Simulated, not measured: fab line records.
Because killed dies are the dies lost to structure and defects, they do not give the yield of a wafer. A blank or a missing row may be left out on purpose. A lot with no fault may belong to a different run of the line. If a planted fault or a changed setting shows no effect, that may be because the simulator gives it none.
fab line records || flow n5Finfet
record: {"lots": 5, "wafers": 13, "lastDay": 18}
route steps=1938 shown BEOL_M4@1089 BEOL_M5@1112 PASSIVATION@1936
lots untouched by any fault: they come from a run of this same line in which no faults occurred
startH: start of the lot's first displayed wafer, in hours after the record's first day || waitH: hours elapsed since this lot's preceding step || " the same as in the row above || L1.1+2: a single row standing in for several wafers || - no value, or no start was given || * or withheld: withheld || < > ~ a bound
route shown NAME@n: a module of which the file shows steps, and the number in the route of the first || usual: mean/standard deviation taken from wafers without a fault || same: alike in all rows || chamber/n: place in a boat || sites: per-site readings || _std_site: the values' standard deviation || _edge_site: the outer-site mean with the inner-site mean subtracted || radiusMm: for every site, how far away it sits from the centre of the wafer || mask NAME#n: copy n || behind: the last tool/chamber to shape the wafer || hold: reason for holding the lot/hours on hold/outcome of the hold || device: names the non-switching transistor (n, p or np) || end of line: at the end of the route, the tests of the same wafers || a step without rows: its recipe alone || killed: dies that structure and defects cost at the first sort, which is not the same as the wafer's yield || map: a wafer's dies, x killed, . not, _ none there
set.NAME: the setting that was run; set.NAME@STEP: the one run at that earlier step || model.NAME: the simulator's own value behind a step, which no gauge read
lots at some steps of the route; a table a step, a row a wafer
== steps ==
step: N5_BEOL_M4_ANNEAL_82
recipe: {"tempC": 400, "timeS": 240, "ambient": "vacuum"}
step: N5_BEOL_M4_SPUTTER_86
recipe: {"material": "Cu", "targetThkA": 45, "tempC": -20, "chamberPressurePa": 0.07, "powerW": "withheld", "timeS": 8.29}
step: N5_BEOL_M4_ANNEAL_87
recipe: {"tempC": 400, "timeS": 240, "ambient": "vacuum"}
step: N5_BEOL_M4_SPUTTER_88
recipe: {"material": "Cu", "targetThkA": 45, "tempC": -20, "chamberPressurePa": 0.07, "powerW": "withheld", "timeS": 8.29}
step: N5_BEOL_M4_ANNEAL_89
recipe: {"tempC": 400, "timeS": 240, "ambient": "vacuum"}
step: N5_BEOL_M4_SPUTTER_90
recipe: {"material": "Cu", "targetThkA": 45, "tempC": -20, "chamberPressurePa": 0.07, "powerW": "withheld", "timeS": 8.29}
step: N5_BEOL_M4_ANNEAL_91
recipe: {"tempC": 400, "timeS": 240, "ambient": "vacuum"}
step: N5_BEOL_M4_SPUTTER_92
recipe: {"material": "Cu", "targetThkA": 45, "tempC": -20, "chamberPressurePa": 0.07, "powerW": "withheld", "timeS": 8.29}
step: N5_BEOL_M4_ANNEAL_93
recipe: {"tempC": 400, "timeS": 240, "ambient": "vacuum"}
step: N5_BEOL_M4_SPUTTER_94
recipe: {"material": "Cu", "targetThkA": 45, "tempC": -20, "chamberPressurePa": 0.07, "powerW": "withheld", "timeS": 8.29}
step: N5_BEOL_M4_ANNEAL_95
recipe: {"tempC": 400, "timeS": 240, "ambient": "vacuum"}
step: N5_BEOL_M4_SPUTTER_96
recipe: {"material": "Cu", "targetThkA": 45, "tempC": -20, "chamberPressurePa": 0.07, "powerW": "withheld", "timeS": 8.29}
step: N5_BEOL_M4_ECD_50
recipe: {"material": "Cu", "targetThkA": 3000}
{"lot.wafer": "L693.1+2+4", "tool": "ecdCu-01", "chamber": "1,0,1", "startH": 228.87, "waitH": 0.1}
{"lot.wafer": "L698.1+3", "tool": "ecdCu-02", "chamber": 0, "startH": 254.49, "waitH": 0.1}
{"lot.wafer": "L700.1+2+4", "tool": "ecdCu-02", "chamber": "1,0,0", "startH": 271.11, "waitH": 0.1}
{"lot.wafer": "L703.2+4+5", "tool": "ecdCu-02", "chamber": "0,0,1", "startH": 297.57, "waitH": 0.1}
{"lot.wafer": "L705.2+5", "tool": "ecdCu-02", "chamber": "0,1", "startH": 317.00, "waitH": 0.1}
step: N5_BEOL_M4_ANNEAL_51
recipe: {"tempC": 225, "timeS": 90, "ambient": "N2"}
step: N5_BEOL_M4_CMP_52
recipe: {"stopOn": "SiOC", "tOverpolishS": 6.8, "downForcePsi": 1, "platenRpm": 50, "clearingPlatenDownForcePsi": 1.5, "clearingPlatenRpm": 50, "postCmpClean": "cuAlkaline", "targetThkNm": 40, "clearingPlatenPadVelocityMS": 0.99484, "padVelocityMS": 0.99484}
step: N5_BEOL_M4_PRE_CLEAN_60
recipe: {"gas": "NH3/H2", "timeS": 15, "tempC": "*", "rfPowerW": 300}
step: N5_BEOL_M4_CO_CAP_55
recipe: {"material": "Co", "targetThkA": 20, "tempC": 200, "precursor": "CCTBA/H2", "pressureTorr": 30, "timeS": 102.1}
step: N5_BEOL_M4_PRE_CLEAN_56
recipe: {"gas": "NH3", "timeS": 15, "tempC": "withheld", "rfPowerW": 300}
step: N5_BEOL_M4_DEP_57
recipe: {"material": "SiCN", "targetThkA": 80, "tempC": "withheld", "precursor": "3MS/NH3", "pressureTorr": 3, "rfW": 202, "timeS": 14}
step: N5_BEOL_M5_ILD_DEP_00
recipe: {"material": "SiCOH_lowk", "targetThkA": 1406.4, "tempC": 300, "precursor": "DEMS/porogen", "pressureTorr": 5, "rfW": 500, "timeS": 25.9}
step: N5_BEOL_M5_CURE_79
recipe: {"tempC": 385, "timeS": 240, "ambient": "He/Ar", "material": "SiCOH_lowk"}
step: N5_BEOL_M5_PECVD_70
recipe: {"material": "SiO2", "targetThkA": 160, "tempC": 400, "precursor": "TEOS/O2", "pressureTorr": 5.5, "rfW": 450, "teosFlowSccm": 53.8, "gas": "O2", "flowSccm": 3000, "timeS": 18}
step: N5_BEOL_M5_HM_DEP_02
recipe: {"material": "TiN", "targetThkA": 200, "tempC": 25, "chamberPressurePa": 0.49996}
step: N5_BEOL_M5_COAT_59
recipe: {"resist": "SOC", "tempC": 250, "timeS": 60, "spinRpm": 1500, "resistThkNm": 60}
step: N5_BEOL_M5_COAT_60
recipe: {"resist": "SiARC", "tempC": 220, "timeS": 60, "spinRpm": 1500, "resistThkNm": 12}
step: N5_BEOL_M5_COAT_71
recipe: {"resist": "underlayer", "tempC": 205, "timeS": 60, "spinRpm": 1500, "resistThkNm": 5}
step: N5_BEOL_M5_COAT_05
recipe: {"resist": "CAR-EUV", "spinRpm": 1500, "resistThkNm": 30}
step: N5_BEOL_M5_EBR_07
recipe: {"solvent": "PGMEA", "ebrWidthMm": 1.5}
step: N5_BEOL_M5_SOFTBAKE_06
recipe: {"tempC": 110, "timeS": 60, "resist": "CAR-EUV"}
step: N5_BEOL_M5_EXPOSE_08
recipe: {"maskId": "M5", "na": 0.33, "sourceShape": "annular", "sigmaInner": 0.4, "sigmaOuter": 0.8, "polarization": "unpolarized", "targetCdNm": 28, "doseMj": 35.75}
step: N5_BEOL_M5_PEB_09
recipe: {"pebTempC": 100, "pebTimeS": 60, "resist": "CAR-EUV"}
step: N5_BEOL_M5_DEVELOP_10
recipe: {"developTimeS": 30, "developer": "TMAH", "resist": "CAR-EUV", "rinseLiquid": "surfactantRinse", "dry": "airSpin", "devTempC": 23}
step: N5_BEOL_M5_DESCUM_16
recipe: {"chemistry": "O2", "timeS": 7, "sourcePowerW": 50, "biasPowerW": 20, "pressureMtorr": 20, "rfFrequencyHz": 2.712e+07, "tempC": 40, "resist": "CAR-EUV", "o2FlowSccm": 225}
step: N5_BEOL_M5_ETCH_72
recipe: {"chemistry": "N2/H2", "target": "underlayer", "targetDepthA": 65, "maskMaterial": "CAR-EUV", "timeS": 5.2, "ionEnergyEv": 200, "pressureMtorr": 30, "sourceW": 840, "biasW": 150, "n2FlowSccm": 200, "h2FlowSccm": 200, "ends": "cleared"}
step: N5_PASSIVATION_PROBE_49
usual: {"defectLimitedYield": "91.5/1.5", "killed_at_M0_to_M3": "30/11", "killed_at_M4_up": "13/4.9", "killedAtContacts": "14/6.5", "killedAtFrontEnd": "40/11", "killedAtOther": "3.3/2.7", "killedDies": "100/18", "killedOnRim": "13/3.8", "killedOpen": "67/14", "killedShort": "32/7.8", "sort_bin_5_function": "5.0/0.97", "sort_bin_6_memory": "3.2/0.75", "sortNPass": "1080/18", "sortYieldPct": "91.5/1.5"}
same: {"grossDies": 1180, "killedAtBackSide": 0, "sort_bin_4_leakage[%]": 0, "sort_bin_8_speed[%]": 0}
{"lot.wafer": "L693.1", "tool": "prober-01", "chamber": "-", "startH": 332.84, "waitH": 0.0, "defectLimitedYield[%]": 88.8, "killed_at_M0_to_M3": 25, "killed_at_M4_up": 21, "killedAtContacts": 14, "killedAtFrontEnd": 67, "killedAtOther": 5, "killedDies": 132, "killedOnRim": 8, "killedOpen": 77, "killedShort": 55, "sort_bin_5_function[%]": 6.6, "sort_bin_6_memory[%]": 4.0, "sortNPass": 1048, "sortYieldPct[%]": 88.8}
{"lot.wafer": "L693.2", "tool": "prober-01", "chamber": "-", "startH": 332.89, "waitH": 0.1, "defectLimitedYield[%]": 89.4, "killed_at_M0_to_M3": 39, "killed_at_M4_up": 12, "killedAtContacts": 19, "killedAtFrontEnd": 53, "killedAtOther": 2, "killedDies": 125, "killedOnRim": 14, "killedOpen": 74, "killedShort": 51, "sort_bin_5_function[%]": 6.3, "sort_bin_6_memory[%]": 3.9, "sortNPass": 1055, "sortYieldPct[%]": 89.4}
{"lot.wafer": "L693.4", "tool": "prober-01", "chamber": "-", "startH": 332.99, "waitH": 0.2, "defectLimitedYield[%]": 92.1, "killed_at_M0_to_M3": 22, "killed_at_M4_up": 17, "killedAtContacts": 17, "killedAtFrontEnd": 32, "killedAtOther": 5, "killedDies": 93, "killedOnRim": 12, "killedOpen": 59, "killedShort": 34, "sort_bin_5_function[%]": 3.7, "sort_bin_6_memory[%]": 3.5, "sortNPass": 1087, "sortYieldPct[%]": 92.1}
{"lot.wafer": "L698.1", "tool": "prober-02", "chamber": "-", "startH": 370.51, "waitH": 0.8, "defectLimitedYield[%]": 91.3, "killed_at_M0_to_M3": 37, "killed_at_M4_up": 13, "killedAtContacts": 3, "killedAtFrontEnd": 46, "killedAtOther": 4, "killedDies": 103, "killedOnRim": 7, "killedOpen": 66, "killedShort": 37, "sort_bin_5_function[%]": 4.7, "sort_bin_6_memory[%]": 3.6, "sortNPass": 1077, "sortYieldPct[%]": 91.3}
{"lot.wafer": "L698.3", "tool": "prober-02", "chamber": "-", "startH": 370.61, "waitH": 0.9, "defectLimitedYield[%]": 90.6, "killed_at_M0_to_M3": 42, "killed_at_M4_up": 12, "killedAtContacts": 6, "killedAtFrontEnd": 48, "killedAtOther": 3, "killedDies": 111, "killedOnRim": 9, "killedOpen": 73, "killedShort": 38, "sort_bin_5_function[%]": 6.3, "sort_bin_6_memory[%]": 2.8, "sortNPass": 1069, "sortYieldPct[%]": 90.6}
{"lot.wafer": "L700.1", "tool": "prober-01", "chamber": "-", "startH": 379.45, "waitH": 0.0, "defectLimitedYield[%]": 94.7, "killed_at_M0_to_M3": 20, "killed_at_M4_up": 8, "killedAtContacts": 10, "killedAtFrontEnd": 24, "killedAtOther": 1, "killedDies": 63, "killedOnRim": 11, "killedOpen": 43, "killedShort": 20, "sort_bin_5_function[%]": 3.1, "sort_bin_6_memory[%]": 2.1, "sortNPass": 1117, "sortYieldPct[%]": 94.7}
{"lot.wafer": "L700.2", "tool": "prober-01", "chamber": "-", "startH": 379.50, "waitH": 0.1, "defectLimitedYield[%]": 53.3, "killed_at_M0_to_M3": 25, "killed_at_M4_up": 487, "killedAtContacts": 8, "killedAtFrontEnd": 31, "killedAtOther": 0, "killedDies": 551, "killedOnRim": 70, "killedOpen": 43, "killedShort": 24, "sort_bin_5_function[%]": 28.6, "sort_bin_6_memory[%]": 14.7, "sortNPass": 629, "sortYieldPct[%]": 53.3}
{"lot.wafer": "L700.4", "tool": "prober-01", "chamber": "-", "startH": 379.60, "waitH": 0.2, "defectLimitedYield[%]": 51.0, "killed_at_M0_to_M3": 15, "killed_at_M4_up": 519, "killedAtContacts": 5, "killedAtFrontEnd": 37, "killedAtOther": 2, "killedDies": 578, "killedOnRim": 88, "killedOpen": 39, "killedShort": 27, "sort_bin_5_function[%]": 31.2, "sort_bin_6_memory[%]": 14.7, "sortNPass": 602, "sortYieldPct[%]": 51.0}
{"lot.wafer": "L703.2", "tool": "prober-01", "chamber": "-", "startH": 399.02, "waitH": 0.1, "defectLimitedYield[%]": 48.8, "killed_at_M0_to_M3": 24, "killed_at_M4_up": 542, "killedAtContacts": 13, "killedAtFrontEnd": 19, "killedAtOther": 6, "killedDies": 604, "killedOnRim": 81, "killedOpen": 49, "killedShort": 16, "sort_bin_5_function[%]": 33.9, "sort_bin_6_memory[%]": 14.6, "sortNPass": 576, "sortYieldPct[%]": 48.8}
{"lot.wafer": "L703.4", "tool": "prober-01", "chamber": "-", "startH": 399.12, "waitH": 0.2, "defectLimitedYield[%]": 51.7, "killed_at_M0_to_M3": 21, "killed_at_M4_up": 520, "killedAtContacts": 6, "killedAtFrontEnd": 23, "killedAtOther": 0, "killedDies": 570, "killedOnRim": 71, "killedOpen": 37, "killedShort": 18, "sort_bin_5_function[%]": 31.9, "sort_bin_6_memory[%]": 13.4, "sortNPass": 610, "sortYieldPct[%]": 51.7}
{"lot.wafer": "L703.5", "tool": "prober-01", "chamber": "-", "startH": 399.17, "waitH": 0.2, "defectLimitedYield[%]": 93.0, "killed_at_M0_to_M3": 31, "killed_at_M4_up": 11, "killedAtContacts": 17, "killedAtFrontEnd": 20, "killedAtOther": 4, "killedDies": 83, "killedOnRim": 10, "killedOpen": 58, "killedShort": 23, "sort_bin_5_function[%]": 4.6, "sort_bin_6_memory[%]": 2.5, "sortNPass": 1097, "sortYieldPct[%]": 93.0}
{"lot.wafer": "L705.2", "tool": "prober-02", "chamber": "-", "startH": 422.77, "waitH": 0.1, "defectLimitedYield[%]": 45.8, "killed_at_M0_to_M3": 22, "killed_at_M4_up": 565, "killedAtContacts": 5, "killedAtFrontEnd": 46, "killedAtOther": 2, "killedDies": 640, "killedOnRim": 74, "killedOpen": 59, "killedShort": 19, "sort_bin_5_function[%]": 32.8, "sort_bin_6_memory[%]": 17.8, "sortNPass": 540, "sortYieldPct[%]": 45.8}
{"lot.wafer": "L705.5", "tool": "prober-02", "chamber": "-", "startH": 422.92, "waitH": 0.2, "defectLimitedYield[%]": 90.4, "killed_at_M0_to_M3": 39, "killed_at_M4_up": 19, "killedAtContacts": 9, "killedAtFrontEnd": 45, "killedAtOther": 1, "killedDies": 113, "killedOnRim": 12, "killedOpen": 83, "killedShort": 27, "sort_bin_5_function[%]": 6.3, "sort_bin_6_memory[%]": 3.1, "sortNPass": 1067, "sortYieldPct[%]": 90.4}
killed by level:class
L693.1 FIN_SAQP:geometricParticle:short=17 STI_FIN_REVEAL:geometricParticle:open=12 MOL_CONTACT_COAG:geometricParticle:open=12 GATE_CUT:geometricParticle:short=9 FIN_SAQP:geometricParticle:open=7 BEOL_M1:geometricParticle:open=7 BEOL_M0_SAQP:geometricParticle:open=6 BEOL_M0_SAQP:geometricParticle:short=6
L693.2 FIN_SAQP:geometricParticle:short=17 MOL_CONTACT_COAG:geometricParticle:open=15 BEOL_M0_SAQP:geometricParticle:short=13 STI_FIN_REVEAL:geometricParticle:open=9 BEOL_M0_SAQP:geometricParticle:open=9 BEOL_M3:geometricParticle:open=9 FIN_SAQP:geometricParticle:open=7 GATE_CUT:geometricParticle:short=7
L693.4 MOL_CONTACT_COAG:geometricParticle:open=16 FIN_SAQP:geometricParticle:short=7 STI_FIN_REVEAL:geometricParticle:open=7 BEOL_M0_SAQP:geometricParticle:open=7 BEOL_M7:geometricParticle:open=6 BEOL_M0_SAQP:geometricParticle:short=5 FIN_SAQP:geometricParticle:open=3 GATE_CUT:geometricParticle:short=3
L698.1 FIN_SAQP:geometricParticle:open=13 FIN_SAQP:geometricParticle:short=12 DUMMY_GATE:geometricParticle:open=7 BEOL_M1:geometricParticle:short=7 BEOL_M0_SAQP:geometricParticle:short=6 BEOL_M2:geometricParticle:open=6 STI_FIN_REVEAL:geometricParticle:open=5 BEOL_M0_SAQP:geometricParticle:open=5
L698.3 FIN_SAQP:geometricParticle:open=12 STI_FIN_REVEAL:geometricParticle:open=12 BEOL_M2:geometricParticle:open=11 FIN_SAQP:geometricParticle:short=9 BEOL_M0_SAQP:geometricParticle:open=9 BEOL_M1:geometricParticle:open=8 BEOL_M4:geometricParticle:open=6 STARTING-WAFER:geometricParticle:short=6
L700.1 MOL_CONTACT_COAG:geometricParticle:open=8 FIN_SAQP:geometricParticle:short=4 STI_FIN_REVEAL:geometricParticle:open=4 BEOL_M1:geometricParticle:open=4 BEOL_M2:geometricParticle:open=4 BEOL_M3:geometricParticle:open=4 DUMMY_GATE:geometricParticle:open=3 GATE_CUT:geometricParticle:short=3
L700.2 BEOL_M4:unspecified=480 FIN_SAQP:geometricParticle:open=8 BEOL_M3:geometricParticle:open=7 MOL_CONTACT_COAG:geometricParticle:open=6 BEOL_M1:geometricParticle:open=5 STARTING-WAFER:geometricParticle:short=5 FIN_SAQP:geometricParticle:short=3 DUMMY_GATE:geometricParticle:open=3
L700.4 BEOL_M4:unspecified=512 FIN_SAQP:geometricParticle:short=8 DUMMY_GATE:geometricParticle:open=6 STI_FIN_REVEAL:geometricParticle:open=5 BEOL_M2:geometricParticle:open=5 BEOL_M5:geometricParticle:open=4 GATE_CUT:geometricParticle:short=3 MOL_CONTACT_COAG:geometricParticle:open=3
L703.2 BEOL_M4:unspecified=539 MOL_CONTACT_COAG:geometricParticle:open=12 BEOL_M3:geometricParticle:open=8 BEOL_M1:geometricParticle:open=8 STI_FIN_REVEAL:geometricParticle:open=5 BEOL_M0_SAQP:geometricParticle:short=5 FIN_SAQP:geometricParticle:open=4 STI_FIN_REVEAL:geometricParticle:short=3
L703.4 BEOL_M4:unspecified=515 BEOL_M3:geometricParticle:open=11 MOL_CONTACT_COAG:geometricParticle:open=6 FIN_SAQP:geometricParticle:short=5 FIN_SAQP:geometricParticle:open=4 BEOL_M1:geometricParticle:open=4 BEOL_M4:geometricParticle:open=3 STARTING-WAFER:geometricParticle:short=3
L703.5 MOL_CONTACT_COAG:geometricParticle:open=16 BEOL_M1:geometricParticle:open=12 BEOL_M3:geometricParticle:open=8 STI_FIN_REVEAL:geometricParticle:open=5 FIN_SAQP:geometricParticle:short=4 BEOL_M0_SAQP:geometricParticle:open=4 DUMMY_GATE:geometricParticle:open=3 STARTING-WAFER:geometricParticle:short=3
L705.2 BEOL_M4:unspecified=555 STI_FIN_REVEAL:geometricParticle:open=20 BEOL_M4:geometricParticle:open=6 BEOL_M0:geometricParticle:open=5 HKMG_FIN:areaEtch=5 BEOL_M0_SAQP:geometricParticle:open=4 DUMMY_GATE:geometricParticle:open=4 MOL_CONTACT_COAG:geometricParticle:open=4
L705.5 STI_FIN_REVEAL:geometricParticle:open=22 BEOL_M4:geometricParticle:open=10 BEOL_M0_SAQP:geometricParticle:open=9 BEOL_M1:geometricParticle:open=9 MOL_CONTACT_COAG:geometricParticle:open=7 BEOL_M0_SAQP:geometricParticle:short=6 FIN_SAQP:geometricParticle:open=5 BEOL_M0:geometricParticle:open=5
map L700.4 (x killed, . not)
_________________xxx...x.x...________________
______________xx.x...xx..xx....x_____________
___________xx.xxxx..x.x..x..x..x.x.__________
__________x.xxx..x..xx.xxx....xxxxxx_________
________..xx..x...x.....xxxx.xxxx.x.x._______
_______.x...x..x.x.xx....xx.xxx.xxxxxx.______
______xxx.xx......x.x.x.......x.xx..xx.._____
_____xx.xxxx.xxxx.x..xx.xx.x.x...x....xxx____
____.xxxxx..x....xx..x.xx.xx.x....xxxx...x___
___xxxxxx.x.xx....x.xxx..xx.x....xx.xx....x__
___......xxx.x..x.x.x.xxxxxx.x.xx......xx..__
__.x....xxxx.xxxxxxxxxxx.x....x...x...x.xxxx_
__x.x.xx.x.x....xx.xxx.xxx.....x....xxx..xx._
_xx.x.xx.xxxx..x......x..xx..x.x.xx.xx.xx....
_xx.x..x.x..x.xxxxx...x.x..xx...x.xxxx.x..x.x
_..x..x.xx...x.xx..x..xxxxx..xx.....x...xxxx.
_xxx........xx.....x..xxx.x..xx....xx..x..x.x
_.x.x.x.x...xx.x...xxxxxx.xx..xx....xxx..xx.x
_.x..x...xxxxx.xxxxx.x.xxxx...x.x.xxx.....xxx
_x...xx.xxxxxxx.x.....x..xx..x...x.xxx.xxxxxx
_xx.......x.......x............xxxxxxx..xxx..
__xxx....x..xx..xx..x...x....xx.........xxxx_
__x.x........xxxx.xx.xx.x..x.xx..xx.x.x.x..._
___.x.x...x.....x...xxx...x.xxx.xxxxxx...xx__
___x...x...xx..x.x.xx..x.xx..x.xxx......xx.__
____x.x.x......x..xx.xxx.x.xx.x...xxx.xx..___
_____x.xx.x.x.xxx.x.x.x.x..xxxx.......xxx____
______.x..x..xxxxx.x..xxxx..x.x.x.x.x..x_____
_______xx.xx...x.xxxx..x..xx.....x.xx..______
________xxxx....xx.xx..x.x..x..xxxx.x._______
__________.xxxx.......xxx.xx.....x.._________
___________xxxx.x.xxxxx.xxx.x.xxx..__________
______________xx.x.x..x.x...x.xx_____________
_________________x.xxxxx.xxx.________________
map L703.2 (x killed, . not)
_________________....xx..xx.x________________
______________...xxxxx.x.x.xx..._____________
___________.x.x...x...x.xxx.xx...x.__________
__________x.xx..xx.x..xxxxxx.....x.x_________
________x.xx....xxx....x....x.xxx.xxxx_______
_______xx.xx.xxxx.x....xxx.xxxx.x..xxxx______
______xx.xxxxxxxxx..xx...x.x.xxxx.x...xx_____
_____xx....xxxxxx.x...xx.x.......x.xxxx.x____
____.x..x.xxx.x..xx...xx.xx.xx.xx..xxx....___
___...x.xx.x.x.x..x...x...xxx...x..xx....xx__
___..x..x.xx.x..xxxxxxxxxxx.x...xx...xxx.x.__
__xxx..x.x.xx..x..xx....x.x.x..xx...x.x....._
__x..xxxxx......x.xxxx..xxxx..xxx..xx...x.xx_
_....x.xx.xxxx.xxx.xx.xx............x..x..x.x
_.xx...x.xxx.x.x...xxx.xx...x.xxx....xx..x.xx
_.....x.xx.x.x.x...xxx.xx...xxx.x..xxx.xx..xx
_.x...xxxxx.x...x.xxxxx.x...x.xxxxx.x..xxxx..
_x...xx.x.xxx....x.xxx.....xx.xxx.xxxxxxx.x.x
_xxx.x...xx...x.x.x..x....xxxx.xx....x..x..xx
_.x.xxxx......xxx....xxxxxxxx..xx..xxxx...x.x
_xxx.....x...xx..xxxx..xxxxxx....x..xx..x.x.x
__..x.xx..x.xx.xx.x.x..xx......xx.x.x.x....x_
__..x.x..xx...xxxx.xx..xxxx.x.xx..xxx.x.xxxx_
___xx...xx...xx.x.x.xxxxxxx.xx...xxx..xxxxx__
___..xx...x.x..xx.....x.x.xx.x..xx..xxxxxx.__
____...xx..x...x.x.x...x.xx.xx.x..xxx.x..x___
_____.xx..xxxxx.x.x.x....xx...xxxxxx.x.xx____
______x.x...x....x..xx..xx.....x..xxx.xx_____
_______xxx.x.x.x.xxx.....xx.x.xxx..x...______
________xxxxxxx.x..x.xx..xxxx.......xx_______
__________xx.xxxx.xx..xxxx.x..x.xx.._________
___________...x..xxxx.xxx.x..xx.x.x__________
______________xx.x.....x..xxx..x_____________
_________________...x.x.x.xx.________________
== key ==
firstSign: {"step": "N5_PASSIVATION_PROBE_49", "reading": "killed_at_M4_up", "direction": "up", "sigmas": "99+", "usual": 13, "struck": 527}
effect: {"step": "N5_PASSIVATION_PROBE_49", "reading": "killedDies", "direction": "up", "sigmas": 27, "usual": 100, "struck": 589}
moreKillsBornAt: {"N5_BEOL_M4_ECD_50@ecdCu-02": 2601}
metAt N5_BEOL_M4_ECD_50
struckWafers L700.2,L700.4,L703.2,L703.4,L705.2
onsetBetween 254.49 271.11
fault: {"kind": "chamberParticleSource", "tool": "ecdCu-02", "chamber": 0, "onsetH": 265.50, "steps": "N5_BEOL_M4_ECD_50", "ratePerVisitCm2": 1.1657}
